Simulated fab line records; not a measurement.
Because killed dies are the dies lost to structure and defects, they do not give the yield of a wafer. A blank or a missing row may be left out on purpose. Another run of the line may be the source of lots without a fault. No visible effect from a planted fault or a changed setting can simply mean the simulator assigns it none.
Chamber matching    flow n5-finfet    4 sister chambers for N5_HKMG_FIN_ETCH_55 on rie-diel-06
The step etches SOC in N2/H2, target depth 240 nm, time 300 s. 18 wafers are shown with their chamber, then 9 later ones without.

== WAFERS, EACH WITH ITS CHAMBER ==
wafer   chamber  showerhead-plenum-p-Torr (Torr)  throttle-valve-pct (%)  oes-product-au (a.u.)
L076.4  1        2.61                             17.5                    0.89
L076.5  0        2.64                             17.9                    0.75
L076.6  2        2.60                             17.8                    0.69
L080.3  3        2.50                             17.3                    0.95
L080.4  0        2.64                             18.0                    0.76
L080.5  3        2.50                             17.3                    0.94
L083.3  2        2.60                             17.9                    0.68
L083.4  0        2.64                             18.0                    0.75
L083.5  2        2.60                             17.9                    0.68
L086.1  3        2.49                             17.3                    0.90
L086.2  1        2.60                             17.5                    0.84
L086.3  0        2.63                             18.0                    0.74
L087.1  1        2.60                             17.6                    0.84
L087.2  0        2.63                             18.0                    0.74
L087.3  3        2.49                             17.3                    0.89
L087.4  3        2.49                             17.3                    0.89
L087.5  0        2.63                             18.0                    0.74
L087.6  1        2.60                             17.5                    0.83

SIGNATURES (averages over the wafers above)
reading                   chamber 0  chamber 1  chamber 2  chamber 3  scatter within a chamber
showerhead-plenum-p-Torr  2.6350     2.6025     2.6000     2.4940     0.00496
throttle-valve-pct        17.983     17.525     17.867     17.300     0.0401
oes-product-au            0.7467     0.8500     0.6833     0.9140     0.0206
Rule: a wafer's distance from a chamber is the root of the sum, over the readings, of the square of ((its reading less the chamber's mean) divided by the reading's scatter). If the next closest chamber is less than 2 further off than the closest, the wafer can't be placed; otherwise it belongs to the closest. The scatter is the square root of a quotient: the sum, over the shown wafers, of each reading's squared deviation from its chamber's mean, divided by wafers minus chambers.

== WAFERS MISSING THEIR CHAMBER ==
wafer   showerhead-plenum-p-Torr (Torr)  throttle-valve-pct (%)  oes-product-au (a.u.)
L092.2  2.49                             17.4                    0.87
L092.4  2.49                             17.3                    0.87
L092.6  2.49                             17.4                    0.87
L093.1  2.63                             18.0                    0.72
L093.5  2.63                             18.0                    0.74
L093.6  2.49                             17.4                    0.86
L096.1  2.59                             17.6                    0.95
L096.3  2.62                             18.0                    0.73
L096.5  2.59                             17.6                    0.95

== WHICH CHAMBER EACH ONE RAN IN ==
wafer    from the rows above   in truth
L092.2   3                     3
L092.4   3                     3
L092.6   3                     3
L093.1   0                     0
L093.5   0                     0
L093.6   3                     3
L096.1   1                     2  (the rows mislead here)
L096.3   0                     0
L096.5   1                     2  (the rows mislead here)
Placed correctly: 7 of 9. Number that these rows cannot place: 0. Number placed wrongly: 2.
